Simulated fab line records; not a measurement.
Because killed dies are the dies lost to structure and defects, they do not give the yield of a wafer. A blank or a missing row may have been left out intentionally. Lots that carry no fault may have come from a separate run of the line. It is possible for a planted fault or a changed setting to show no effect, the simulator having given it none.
Code-filled problem report in 8D (eight disciplines) form || flow nand harc || the parts of the form that need people (team, actions taken, sign-off) are left out

## 1. WHAT IS WRONG
thk nm at NHARC_A_ONON_D2_THK_MEAS_02 reads a mean of 584 nm on 3 wafers of 3 lots; wafers without a fault read 1005 nm with a standard deviation of 12. Relative to the usual mean, that is a shift of -35 standard deviations.
The step: measures by ellipsometry.
The first sign was on wafer L688.2 at day 13 11:25, on film metro-02. Wafers with a number at this step in the record: 42, from 15 lots. Rule for "out", or "out of limits": more than 4 standard deviations from the usual mean. The other wafers with a number count as sound.

## 2. WHAT IT IS, AND WHAT IT ISN'T
{"question": "which readings at this step", "is": "thk nm", "is not": "-"}
{"question": "which lots", "is": "L688, L691, L692", "is not": "L687, L690, L698, L700, L702, L703, L704, L705, L706, L707, L708, L709"}
{"question": "which wafers of those lots", "is": "L688.2, L691.2, L692.2", "is not": "L688.4, L691.6, L692.4"}
{"question": "read on which gauges", "is": "film metro-02", "is not": "film metro-01"}
{"question": "when", "is": "from day 13 11:25", "is not": "up to then (4 sound wafers); but 35 sound wafers of L690, L691, L692, L698, L700, L702, L703, L704, L705, L706, L707, L708, L709 came after"}

## 3. THE SUSPECTS, EACH WITH WHAT RULES IT OUT
Counting: if a tool at a process step up to the reading ran every lot that is out, it stays a suspect. Sound lots after the first of them don't rule it out here, since some wafers of a struck lot are sound.
- the gauge at NHARC_A_ONON_D2_THK_MEAS_02: kept. All the wafers that are out were read on film metro-02, and no step on other tools shows them out.
- pecvd onon-02 at NHARC_A_ONON_D2_DEP_00 (target thk 1000 nm): kept. It ran every lot that is out, first L688 (day 13 10:58); its last sound lot up to then is L687 (day 12 06:17).
After counting, pecvd onon-02 at NHARC_A_ONON_D2_DEP_00 and film metro-02 at NHARC_A_ONON_D2_THK_MEAS_02 remain.

## 4. THE CAUSE (what the simulator had put in)
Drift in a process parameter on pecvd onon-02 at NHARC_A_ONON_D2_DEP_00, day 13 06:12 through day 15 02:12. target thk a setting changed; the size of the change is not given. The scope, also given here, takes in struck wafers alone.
Counting leaves 2 suspects; this tool is one of them.

## 5. THE CHAIN OF EFFECTS, in route order
Each row: a reading whose mean over the struck wafers that have a number lies more than 3 standard deviations from the usual. Scope: only readings with a usual standard deviation given in the record; hours: median across lots of the time from each lot's start at the first step in this table that gives one to its start at this step; sigmas: change in usual standard deviations.
{"hours": 0, "step": "NHARC_A_ONON_D2_THK_MEAS_02", "reading": "thk nm", "usual": "1005 nm", "on struck wafers": 584, "change": -421, "sigmas": -35}

## 6. HOW IT WOULD HAVE BEEN CAUGHT EARLIER
The first out-of-limits reading at a measuring or inspecting step in this record came at day 13 11:25, 5 hours after the fault's start at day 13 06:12.
L691, L692, from the lots that are out (3), started NHARC_A_ONON_D2_DEP_00 on pecvd onon-02 later than day 13 11:25. A hold on the tool at that time would have spared those 2.
